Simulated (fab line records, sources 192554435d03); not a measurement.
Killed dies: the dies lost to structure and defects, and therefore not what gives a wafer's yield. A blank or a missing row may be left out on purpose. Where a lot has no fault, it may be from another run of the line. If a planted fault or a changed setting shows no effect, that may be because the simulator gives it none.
Split-lot study | flow n5-finfet | 7 lots, 21 wafers read, on a route of 1938 steps

## THE SPLIT ITSELF
At N5_FIN_SAQP_SPACER1_ALD_24 (deposits SiO2, target thk 20.3 nm, pulse time 1 s, purge time 2 s), the setting ald-cycles was moved away from the recipe's 218 on 8 of the 21 wafers read, by -9.2% to +13.3%. The other wafers ran this setting at the recipe's value.

## FROM THE SPLIT TO THE READING: what the file shows between them, 2 steps
- N5_FIN_SAQP_SPACER1_ETCHBACK_25: etches SiO2 in CHF3/O2, target depth 24.4 nm, time 12.2 s
- N5_FIN_SAQP_MANDREL1_REMOVE_56: chemistry HBr/Cl2/O2, target a-Si, stops on SiNx, bt time 10 s

## THE READING
Shown in nm: cd-nm at N5_FIN_SAQP_CD_MEAS_27, with target cd 20 nm. On this fab line, fault-free wafers typically give 20.34 nm with a standard deviation of 0.21 nm.

wafer  | tool, chamber at the split | ald-cycles as run | against the recipe | cd-nm, nm | against lot-mates on the recipe
L074.1 | ald-sin-02, 3,2            | 247               | +13.3%             | 22.99     | +2.44
L074.3 | ald-sin-02, 0              | 218               | recipe             | 20.55     | -
L074.4 | ald-sin-02, 3,2            | 247               | +13.3%             | 22.92     | +2.37
L076.1 | ald-sin-01, 2,3            | 218               | recipe             | 20.64     | -
L076.2 | ald-sin-01, 2,3            | 218               | recipe             | 20.53     | -
L076.5 | ald-sin-01, 2              | 218               | recipe             | 20.42     | -
L077.1 | ald-sin-02, 1,3            | 218               | recipe             | 20.10     | -
L077.4 | ald-sin-02, 1,3            | 218               | recipe             | 20.22     | -
L077.5 | ald-sin-02, 2              | 198               | -9.2%              | 18.39     | -1.77
L079.2 | ald-sin-02, 2,0            | 218               | recipe             | 20.18     | -
L079.3 | ald-sin-02, 2,0            | 218               | recipe             | 20.52     | -
L079.6 | ald-sin-02, 1              | 241               | +10.6%             | 22.46     | +2.11
L084.1 | ald-sin-02, 1,2            | 218               | recipe             | 20.21     | -
L084.3 | ald-sin-02, 1,2            | 218               | recipe             | 20.25     | -
L084.4 | ald-sin-02, 3              | 230               | +5.5%              | 21.73     | +1.50
L090.1 | ald-sin-03, 0,2            | 218               | recipe             | 20.04     | -
L090.2 | ald-sin-03, 3              | 244               | +11.9%             | 22.68     | +2.49
L090.6 | ald-sin-03, 0,2            | 218               | recipe             | 20.34     | -
L091.1 | ald-sin-03, 1              | 241               | +10.6%             | 22.46     | +2.12
L091.3 | ald-sin-03, 2              | 241               | +10.6%             | 22.74     | +2.40
L091.6 | ald-sin-03, 3              | 218               | recipe             | 20.34     | -
If several chambers appear in one row, that row covers several wafers at once and the file leaves open which wafer was in which chamber.

FIT RESULTS
A straight line over all 21 wafers: cd-nm changes by +0.205 nm for each +1% of ald-cycles; r = +0.99; the points scatter about the line by 0.18 nm.
The same after taking each lot's own level away (the mean of its wafers on the recipe; 21 wafers): +0.197 nm for each +1%; r = +0.99; scatter 0.16 nm.
Per that fit: largest ald-cycles move, reading shift of 2.6 nm.
Measured against the standard deviation above, the lots' own levels, which go from 20.160 to 20.550 nm, span 1.9 times it.
The two slopes agree, so the slope changes little with the lot-to-lot level.
Check: +2.7 nm against its lot-mates is what the line predicts for one of the wafers moved furthest among these (+13.3%) when that wafer is left out of the fit. It came out at +2.44 nm against them.

## FURTHER SPLITS ON THESE WAFERS
Other splits were also applied to these wafers ahead of the reading. Each is held against what the fit with the lots' levels taken away leaves over:
other split on the same wafers          | wafers away from the commonest value | r with cd-nm (lot level and that fit taken away)
N5_ZERO_LAYER_PECVD_02 time-s           | 6                                    | +0.18
N5_ZERO_LAYER_COAT_05 spin-rpm          | 8                                    | +0.00
N5_ZERO_LAYER_DEVELOP_10 develop-time-s | 8                                    | -0.19
N5_WELL_APT_COAT_02 spin-rpm            | 10                                   | +0.17

## THE WHOLE CHAIN: every reading that the file lists as answering this split, in the file's order
step                           | what it does                                                      | reading                                                                                 | change (the file's fit)               | r (the file's)
N5_FIN_SAQP_SPACER1_ALD_24     | deposits SiO2, target thk 20.3 nm, pulse time 1 s, purge time 2 s | SiO2_of_FIN_SAQP_SPACER1_ALD_24.thk-nm (the simulator's own value, which no gauge read) | +0.205 nm for each +1% of the setting | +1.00
N5_FIN_SAQP_MANDREL1_REMOVE_56 | chemistry HBr/Cl2/O2, target a-Si, stops on SiNx, bt time 10 s    | FIN_SAQP.cd-nm (the simulator's own value, which no gauge read)                         | +0.202 nm for each +1% of the setting | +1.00
N5_FIN_SAQP_CD_MEAS_27         | target cd 20 nm                                                   | cd-nm                                                                                   | +0.201 nm for each +1% of the setting | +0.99

## THE FILE'S OWN FIT
cd-nm changes by +0.201 nm for each +1% of ald-cycles, r = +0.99.
